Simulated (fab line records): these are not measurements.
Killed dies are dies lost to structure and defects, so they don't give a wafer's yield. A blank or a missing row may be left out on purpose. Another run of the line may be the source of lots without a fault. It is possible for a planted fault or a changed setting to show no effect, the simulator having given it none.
Matching of chambers || flow nand harc || NHARC_P_CONTACT_CMP_24 on cmp-03 has 4 sister chambers
The step polishes, t overpolish 30 s, target thk 200 nm. 14 wafers are shown with their chamber, then 7 later ones without.

== WAFERS PAIRED WITH THEIR CHAMBERS ==
{"wafer": "L079.1", "chamber": 2, "motor current A (A)": 14.4, "time to endpoint s (s)": 42, "overpolish run s (s)": 29.998}
{"wafer": "L079.2", "chamber": 1, "motor current A (A)": 14.0, "time to endpoint s (s)": 41, "overpolish run s (s)": 29.989}
{"wafer": "L079.4", "chamber": 0, "motor current A (A)": 12.8, "time to endpoint s (s)": 46, "overpolish run s (s)": 29.994}
{"wafer": "L081.3", "chamber": 3, "motor current A (A)": 11.1, "time to endpoint s (s)": 40, "overpolish run s (s)": 29.995}
{"wafer": "L081.4", "chamber": 0, "motor current A (A)": 13.0, "time to endpoint s (s)": 44, "overpolish run s (s)": 30.010}
{"wafer": "L081.5", "chamber": 3, "motor current A (A)": 10.4, "time to endpoint s (s)": 42, "overpolish run s (s)": 30.003}
{"wafer": "L082.1", "chamber": 1, "motor current A (A)": 14.3, "time to endpoint s (s)": 45, "overpolish run s (s)": 30.007}
{"wafer": "L082.4", "chamber": 3, "motor current A (A)": 11.1, "time to endpoint s (s)": 42, "overpolish run s (s)": 30.003}
{"wafer": "L082.5", "chamber": 0, "motor current A (A)": 13.4, "time to endpoint s (s)": 46, "overpolish run s (s)": 29.999}
{"wafer": "L083.2", "chamber": 2, "motor current A (A)": 13.7, "time to endpoint s (s)": 43, "overpolish run s (s)": 30.021}
{"wafer": "L083.3", "chamber": 1, "motor current A (A)": 13.2, "time to endpoint s (s)": 46, "overpolish run s (s)": 29.999}
{"wafer": "L083.5", "chamber": 3, "motor current A (A)": 10.6, "time to endpoint s (s)": 45, "overpolish run s (s)": 29.996}
{"wafer": "L086.1", "chamber": 2, "motor current A (A)": 12.8, "time to endpoint s (s)": 40, "overpolish run s (s)": 30.002}
{"wafer": "L086.3", "chamber": 3, "motor current A (A)": 10.5, "time to endpoint s (s)": 40, "overpolish run s (s)": 30.007}

SIGNATURES, as means of the wafers listed above
{"reading": "motor current A", "chamber 0": 13.067, "chamber 1": 13.833, "chamber 2": 13.633, "chamber 3": 10.740, "scatter within a chamber": 0.507}
{"reading": "time to endpoint s", "chamber 0": 45.33, "chamber 1": 44.00, "chamber 2": 41.67, "chamber 3": 41.80, "scatter within a chamber": 1.95}
{"reading": "overpolish run s", "chamber 0": 30.00100, "chamber 1": 29.99833, "chamber 2": 30.00700, "chamber 3": 30.00080, "scatter within a chamber": 0.00839}
Rule: for a wafer and a chamber, the distance is found by dividing, reading by reading, the gap between the wafer's reading and the chamber's mean by the reading's scatter, squaring, summing and taking the root. If the next closest chamber is less than 2 further off than the closest, the wafer can't be placed; otherwise it belongs to the closest. The scatter: take each reading less its chamber's mean, square it, sum over the shown wafers, divide by the number of wafers less the number of chambers, and take the root.

== WAFERS WITH NO CHAMBER GIVEN ==
{"wafer": "L086.4", "motor current A (A)": 13.8, "time to endpoint s (s)": 42, "overpolish run s (s)": 30.010}
{"wafer": "L089.1", "motor current A (A)": 13.8, "time to endpoint s (s)": 41, "overpolish run s (s)": 29.997}
{"wafer": "L089.4", "motor current A (A)": 12.9, "time to endpoint s (s)": 43, "overpolish run s (s)": 29.991}
{"wafer": "L089.5", "motor current A (A)": 14.5, "time to endpoint s (s)": 43, "overpolish run s (s)": 30.013}
{"wafer": "L091.2", "motor current A (A)": 15.1, "time to endpoint s (s)": 44, "overpolish run s (s)": 30.010}
{"wafer": "L091.4", "motor current A (A)": 14.0, "time to endpoint s (s)": 43, "overpolish run s (s)": 30.000}
{"wafer": "L091.5", "motor current A (A)": 12.7, "time to endpoint s (s)": 45, "overpolish run s (s)": 29.998}

== CHAMBER TAKEN BY EACH ==
{"wafer": "L086.4", "from the rows above": "can't be placed: 2 or 1 or 0", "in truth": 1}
{"wafer": "L089.1", "from the rows above": "can't be placed: 2 or 1 or 0", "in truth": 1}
{"wafer": "L089.4", "from the rows above": "can't be placed: 0 or 1 or 2", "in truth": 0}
{"wafer": "L089.5", "from the rows above": "can't be placed: 2 or 1 or 0", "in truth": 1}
{"wafer": "L091.2", "from the rows above": "can't be placed: 1 or 2 or 0", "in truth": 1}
{"wafer": "L091.4", "from the rows above": "can't be placed: 1 or 2 or 0", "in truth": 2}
{"wafer": "L091.5", "from the rows above": "can't be placed: 0 or 1 or 2", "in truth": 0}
Placed correctly: 0 of 7. Can't be placed from these rows: 7 (the true chamber is among the candidates in 7). 0 placed wrongly.
